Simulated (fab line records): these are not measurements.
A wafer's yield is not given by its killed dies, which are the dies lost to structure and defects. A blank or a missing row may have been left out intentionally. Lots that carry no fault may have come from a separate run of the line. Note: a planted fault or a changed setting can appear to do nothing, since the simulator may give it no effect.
Which tool is to blame?	flow nand-harc	24 lots with 72 wafers sampled at 6 steps, on a route of 1302 steps

## WHAT THE GAUGES READ, wafer by wafer
NHARC_A_SGD_CUT_THK_MEAS_22: measures by ellipsometry.
lot	measured	on	thk-nm (nm)
L074	day 19 13:11	film-metro-02	146.8 152.0 148.6
L076	day 20 02:14	film-metro-01	150.1 150.5 147.8
L075	day 20 02:14	film-metro-02	147.3 151.2 145.8
L078	day 21 03:30	film-metro-02	147.4 148.2 145.5
L077	day 21 03:21	film-metro-02	147.2 147.4 148.2
L080	day 21 10:32	film-metro-01	150.7 150.9 148.3
L079	day 21 03:21	film-metro-01	144.2 147.9 149.8
L082	day 22 11:13	film-metro-02	150.2 148.1 152.5
L081	day 22 11:13	film-metro-01	148.4 150.8 147.7
L083	day 23 04:13	film-metro-01	148.0 148.2 148.8
L084	day 23 16:23	film-metro-02	148.8 146.7 148.5
L085	day 23 16:23	film-metro-01	148.7 148.4 148.0
L086	day 24 08:55	film-metro-02	146.2 147.9 146.8
L087	day 24 22:07	film-metro-02	147.4 148.9 148.2
L088	day 25 09:40	film-metro-01	148.9 148.4 146.7
L089	day 25 09:40	film-metro-02	149.3 148.8 146.2
L090	day 26 06:57	film-metro-02	147.5 148.0 148.7
L092	day 26 22:38	film-metro-01	149.7 147.0 147.9
L091	day 26 22:38	film-metro-02	146.6 147.8 150.2
L093	day 26 22:38	film-metro-02	148.8 148.1 148.5
L094	day 27 19:54	film-metro-02	149.0 146.6 148.2
L095	day 28 09:25	film-metro-02	149.1 147.2 148.2
L097	day 29 03:51	film-metro-01	146.1 147.3 149.3
L096	day 29 21:21	film-metro-01	150.4 147.9 149.3

NHARC_A_SLIT_INSPECT_11.
lot	measured	on	raw-defect-count
L074	day 19 18:38	defect-inspect-01	19 21 20
L076	day 20 07:50	defect-inspect-01	105 109 105
L075	day 20 07:41	defect-inspect-01	15 18 34
L078	day 21 13:25	defect-inspect-02	16 24 24
L077	day 21 09:40	defect-inspect-01	23 20 16
L080	day 21 18:30	defect-inspect-01	25 25 21
L079	day 21 09:51	defect-inspect-01	128 97 111
L082	day 22 16:52	defect-inspect-01	76 76 62
L081	day 22 16:43	defect-inspect-01	62 66 59
L083	day 23 11:10	defect-inspect-01	25 23 24
L084	day 23 23:05	defect-inspect-01	97 84 96
L085	day 23 22:24	defect-inspect-01	24 16 25
L086	day 24 16:55	defect-inspect-02	83 76 81
L087	day 25 03:26	defect-inspect-01	24 21 25
L088	day 25 18:50	defect-inspect-01	60 71 81
L089	day 25 16:35	defect-inspect-01	115 90 88
L090	day 26 17:55	defect-inspect-02	51 61 60
L092	day 27 04:59	defect-inspect-02	52 69 69
L091	day 27 04:16	defect-inspect-02	71 89 77
L093	day 27 04:07	defect-inspect-01	53 73 67
L094	day 28 01:17	defect-inspect-01	35 24 26
L095	day 28 14:54	defect-inspect-02	18 22 31
L097	day 29 10:17	defect-inspect-01	7 8 12
L096	day 30 02:58	defect-inspect-02	96 82 89

## WHAT TOOL EACH LOT RAN ON (gives the tool, then ch and the chambers of the sampled wafers, and finally the start)
lot	NHARC_A_STAIRCASE_DEP_259	NHARC_A_STAIRCASE_ETCH_451	NHARC_A_STAIRCASE_HM_OPEN_463	NHARC_A_STAIRCASE_DEP_322
L074	pecvd-04 ch 0,1,2, day 16 15:13	rie-diel-06 ch 0,3, day 18 06:50 or earlier	rie-diel-06 ch 0,1,2, day 18 06:50 or earlier	pecvd-03 ch 0,1,2, day 18 06:50
L076	pecvd-02 ch 0,1,2, day 16 22:16	rie-diel-06 ch 0,1, day 18 14:58 or earlier	rie-diel-09 ch 0,1,3, day 18 14:58 or earlier	pecvd-02 ch 0,1,2, day 18 14:58
L075	pecvd-02 ch 0,1, day 16 22:44	rie-diel-09 ch 0,2, day 18 14:59 or earlier	rie-diel-09 ch 0,1, day 18 14:59 or earlier	pecvd-04 ch 1,2, day 18 14:59
L078	pecvd-02 ch 0,2, day 17 22:30	rie-diel-06 ch 0,2,3, day 19 15:02 or earlier	rie-diel-01 ch 1,2,3, day 19 15:02 or earlier	pecvd-02 ch 0,2, day 19 15:02
L077	pecvd-02 ch 0,2, day 17 22:49	rie-diel-01 ch 0,1,2, day 19 15:04 or earlier	rie-diel-09 ch 0,1,2, day 19 15:04 or earlier	pecvd-03 ch 0,1,2, day 19 15:04
L080	pecvd-03 ch 1,2, day 18 07:23	rie-diel-09 ch 0,3, day 19 18:46 or earlier	rie-diel-09 ch 0,1, day 19 18:46 or earlier	pecvd-03 ch 0,1,2, day 19 18:46
L079	pecvd-04 ch 0,1,2, day 18 09:14	rie-diel-06 ch 0,1,2, day 19 18:51 or earlier	rie-diel-06 ch 1,2,3, day 19 18:51 or earlier	pecvd-02 ch 0,2, day 19 18:51
L082	pecvd-02 ch 1,2, day 19 09:04	rie-diel-09 ch 0,2,3, day 21 00:10 or earlier	rie-diel-09 ch 0,1, day 21 00:10 or earlier	pecvd-03 ch 0,1,2, day 21 00:10
L081	pecvd-04 ch 1,2, day 19 12:48	rie-diel-01 ch 0,1,3, day 21 00:16 or earlier	rie-diel-01 ch 0,1,2, day 21 00:16 or earlier	pecvd-04 ch 0,1,2, day 21 00:16
L083	pecvd-02 ch 0,1,2, day 19 19:23	rie-diel-01 ch 1,3, day 21 17:23 or earlier	rie-diel-06 ch 1,3, day 21 17:23 or earlier	pecvd-04 ch 0,1,2, day 21 17:23
L084	pecvd-04 ch 0,1, day 20 14:02	rie-diel-06 ch 0,3, day 22 04:56 or earlier	rie-diel-01 ch 0,1, day 22 04:56 or earlier	pecvd-02 ch 0,1,2, day 22 04:56
L085	pecvd-04 ch 0,1,2, day 20 15:52	rie-diel-01 ch 0,1,2, day 22 04:44 or earlier	rie-diel-09 ch 0,2,3, day 22 04:44 or earlier	pecvd-04 ch 0,1,2, day 22 04:44
L086	pecvd-02 ch 1,2, day 21 02:34	rie-diel-06 ch 1,2,3, day 23 01:48 or earlier	rie-diel-06 ch 1,2,3, day 23 01:48 or earlier	pecvd-04 ch 1,2, day 23 01:48
L087	pecvd-02 ch 0,2, day 21 23:05	rie-diel-06 ch 0,1, day 23 11:24 or earlier	rie-diel-09 ch 1,2,3, day 23 11:24 or earlier	pecvd-03 ch 1,2, day 23 11:24
L088	pecvd-02 ch 1,2, day 22 10:59	rie-diel-01 ch 1,2,3, day 23 23:52 or earlier	rie-diel-06 ch 1,2,3, day 23 23:52 or earlier	pecvd-02 ch 0,2, day 23 23:52
L089	pecvd-03 ch 0,1,2, day 22 11:14	rie-diel-09 ch 0,2,3, day 24 00:00 or earlier	rie-diel-06 ch 1,2, day 24 00:00 or earlier	pecvd-04 ch 0,2, day 24 00:00
L090	pecvd-02 ch 0,1,2, day 23 01:10	rie-diel-09 ch 0,1,3, day 24 16:06 or earlier	rie-diel-09 ch 1,2, day 24 16:06 or earlier	pecvd-04 ch 0,1, day 24 16:06
L092	pecvd-03 ch 0,1,2, day 23 17:12	rie-diel-09 ch 0,1,3, day 24 09:21 or earlier	rie-diel-06 ch 0,2,3, day 24 09:21	pecvd-03 ch 0,1,2, day 25 13:30
L091	pecvd-04 ch 0,1,2, day 23 19:01	rie-diel-06 ch 2,3, day 25 13:32 or earlier	rie-diel-09 ch 0,3, day 25 13:32 or earlier	pecvd-04 ch 0,1,2, day 25 13:32
L093	pecvd-02 ch 0,2, day 23 21:25	rie-diel-09 ch 0,2,3, day 25 18:21 or earlier	rie-diel-09 ch 1,2, day 25 18:21 or earlier	pecvd-04 ch 1,2, day 25 18:21
L094	pecvd-03 ch 0,2, day 24 21:07	rie-diel-09 ch 0,1,3, day 26 10:54 or earlier	rie-diel-01 ch 1,2,3, day 26 10:54 or earlier	pecvd-04 ch 0,2, day 26 10:54
L095	pecvd-03 ch 0,1, day 25 04:56	rie-diel-06 ch 1,2,3, day 26 18:33 or earlier	rie-diel-06 ch 1,2,3, day 26 18:33 or earlier	pecvd-04 ch 0,1, day 26 18:33
L097	pecvd-02 ch 1,2, day 26 02:47	rie-diel-01 ch 0,1,3, day 27 20:37 or earlier	rie-diel-06 ch 0,1,2, day 27 20:37 or earlier	pecvd-04 ch 0,1, day 27 20:37
L096	pecvd-02 ch 0,1,2, day 26 09:50	rie-diel-09 ch 0,1,3, day 28 10:18 or earlier	rie-diel-01 ch 0,2,3, day 28 10:18 or earlier	pecvd-03 ch 0,1,2, day 28 10:18
- NHARC_A_STAIRCASE_DEP_259: deposits SiON, target thk 30 nm.
- NHARC_A_STAIRCASE_ETCH_451: etches the open film in CF4/O2, target depth 30 nm, overetch 3 nm, time 16.5 s.
- NHARC_A_STAIRCASE_HM_OPEN_463: chemistry O2/COS.
- NHARC_A_STAIRCASE_DEP_322: deposits SiO2, target thk 7200 nm.

## AS READ BY THE TOOLS THEMSELVES (means over the sampled wafers that have a number; for cases with no such wafer, the mark the record gives instead)
NHARC_A_STAIRCASE_DEP_259.
lot	tool	heater-power-w (W)
L074	pecvd-04	761
L076	pecvd-02	678
L075	pecvd-02	614
L078	pecvd-02	682
L077	pecvd-02	627
L080	pecvd-03	840
L079	pecvd-04	751
L082	pecvd-02	721
L081	pecvd-04	856
L083	pecvd-02	658
L084	pecvd-04	686
L085	pecvd-04	754
L086	pecvd-02	653
L087	pecvd-02	779
L088	pecvd-02	732
L089	pecvd-03	790
L090	pecvd-02	669
L092	pecvd-03	797
L091	pecvd-04	847
L093	pecvd-02	705
L094	pecvd-03	814
L095	pecvd-03	787
L097	pecvd-02	686
L096	pecvd-02	623

NHARC_A_STAIRCASE_ETCH_451.
lot	tool	bias-w (W)	cf4-flow-sccm (sccm)	drypump-motor-current-A (A)	o2-flow-sccm (sccm)	oes-product-au (a.u.)	rf-vpp-V (V)	showerhead-plenum-p-Torr (Torr)	throttle-valve-pct (%)
L074	rie-diel-06	100.07	80.05	5.4	19.98	1.007	197.0	1.26	13.395
L076	rie-diel-06	99.62	80.12	6.0	19.99	1.003	196.5	1.27	13.399
L075	rie-diel-09	100.13	80.14	6.0	19.95	1.002	197.4	1.31	13.398
L078	rie-diel-06	99.90	79.78	5.7	19.96	0.998	196.0	1.31	13.388
L077	rie-diel-01	99.68	80.11	5.5	19.95	1.004	198.4	1.36	13.399
L080	rie-diel-09	99.89	80.07	6.1	19.93	0.999	197.2	1.28	13.396
L079	rie-diel-06	100.24	80.40	5.9	19.99	1.006	198.8	1.32	13.384
L082	rie-diel-09	100.01	79.91	6.2	20.01	0.998	198.3	1.34	13.386
L081	rie-diel-01	100.00	79.98	5.6	20.01	1.003	197.7	1.30	13.410
L083	rie-diel-01	99.81	80.05	5.7	20.02	1.002	196.8	1.28	13.392
L084	rie-diel-06	100.00	80.07	5.3	19.99	1.006	196.6	1.26	13.394
L085	rie-diel-01	100.14	80.13	5.5	20.00	1.009	198.9	1.35	13.406
L086	rie-diel-06	100.06	80.17	6.1	20.04	1.007	196.7	1.31	13.399
L087	rie-diel-06	100.13	80.27	5.6	19.98	1.009	196.7	1.26	13.409
L088	rie-diel-01	99.95	80.02	5.6	20.02	1.008	197.4	1.34	13.393
L089	rie-diel-09	99.93	79.98	6.2	19.99	0.998	198.4	1.34	13.401
L090	rie-diel-09	100.11	80.14	5.7	20.00	0.999	196.6	1.31	13.396
L092	rie-diel-09	99.95	80.01	5.7	20.02	1.007	196.8	1.31	13.395
L091	rie-diel-06	100.02	80.25	5.9	19.99	1.006	198.7	1.35	13.388
L093	rie-diel-09	99.87	79.87	6.2	20.08	0.998	197.5	1.34	13.401
L094	rie-diel-09	100.14	80.02	5.7	20.02	0.995	196.9	1.30	13.405
L095	rie-diel-06	99.95	79.85	6.0	19.96	0.998	196.7	1.30	13.398
L097	rie-diel-01	100.07	79.84	5.6	20.04	1.002	197.2	1.29	13.395
L096	rie-diel-09	100.00	79.97	5.7	19.95	0.999	196.9	1.30	13.392

NHARC_A_STAIRCASE_HM_OPEN_463.
lot	tool	bias-w (W)	drypump-motor-current-A (A)	o2-flow-sccm (sccm)	oes-product-au (a.u.)	rf-vpp-V (V)	showerhead-plenum-p-Torr (Torr)	throttle-valve-pct (%)
L074	rie-diel-06	299.5	5.9	399.8	0.999	466	3.08	28.332
L076	rie-diel-09	300.3	5.7	399.8	1.003	467	3.08	28.337
L075	rie-diel-09	299.6	5.6	399.8	0.993	465	3.01	28.331
L078	rie-diel-01	300.0	5.7	400.2	1.002	467	3.14	28.330
L077	rie-diel-09	300.5	5.6	400.3	0.999	467	3.15	28.325
L080	rie-diel-09	300.7	5.6	399.8	0.993	465	3.00	28.328
L079	rie-diel-06	300.5	6.0	398.7	1.003	467	3.08	28.329
L082	rie-diel-09	300.3	5.1	399.8	1.002	466	3.07	28.337
L081	rie-diel-01	300.3	5.5	400.1	1.002	468	3.17	28.330
L083	rie-diel-06	300.4	5.9	400.1	1.002	463	2.95	28.327
L084	rie-diel-01	300.3	5.4	399.9	1.011	465	3.07	28.334
L085	rie-diel-09	300.2	6.2	400.1	0.998	467	3.14	28.329
L086	rie-diel-06	301.4	6.0	399.3	1.002	466	3.07	28.325
L087	rie-diel-09	300.2	5.8	401.3	1.014	469	3.20	28.322
L088	rie-diel-06	299.1	6.0	398.8	1.007	466	3.06	28.325
L089	rie-diel-06	300.2	6.2	399.1	1.002	469	3.17	28.330
L090	rie-diel-09	300.0	5.2	397.9	0.998	469	3.20	28.332
L092	rie-diel-06	299.6	5.7	400.4	1.006	466	3.05	28.323
L091	rie-diel-09	300.0	6.3	400.9	0.994	466	3.05	28.329
L093	rie-diel-09	300.0	5.2	400.4	0.996	470	3.20	28.330
L094	rie-diel-01	300.4	5.7	400.8	0.998	467	3.12	28.326
L095	rie-diel-06	299.4	6.0	400.8	1.004	465	3.05	28.327
L097	rie-diel-06	299.7	5.9	399.5	1.001	466	3.05	28.329
L096	rie-diel-01	299.9	5.7	400.7	1.004	466	3.09	28.334

NHARC_A_STAIRCASE_DEP_322.
lot	tool	heater-power-w (W)
L074	pecvd-03	662
L076	pecvd-02	593
L075	pecvd-04	734
L078	pecvd-02	615
L077	pecvd-03	787
L080	pecvd-03	762
L079	pecvd-02	617
L082	pecvd-03	741
L081	pecvd-04	740
L083	pecvd-04	665
L084	pecvd-02	584
L085	pecvd-04	772
L086	pecvd-04	671
L087	pecvd-03	709
L088	pecvd-02	625
L089	pecvd-04	697
L090	pecvd-04	621
L092	pecvd-03	660
L091	pecvd-04	681
L093	pecvd-04	666
L094	pecvd-04	800
L095	pecvd-04	605
L097	pecvd-04	660
L096	pecvd-03	755

## THE ANSWER, worked out from the rows above alone
Rule: the lots themselves supply what counts as usual. Put in order of their means at a reading, lots are off if they are a third of the lots or fewer, leave a main group of 4 or more, and stand apart from it by a gap of 3 or more times the standard deviation of the main group's means; of several such gaps the widest counts. A main group is skipped when, at the precision printed for the reading in the tables above, its means are all equal. Also off: a lot with no number at a reading for which 4 or more lots have one. Where the step has rows for the other lots, those lots are counted as sound. The gauges are gone through in route order, then the tools' own readings, and for those a lot's mean is taken as printed above. At the first step where some lot is off, the reading lying furthest off is the one used; lots without a number count as furthest.
No lot is off at any reading shown: from this, nothing can be told.

## WHAT THE SIMULATOR PUT IN
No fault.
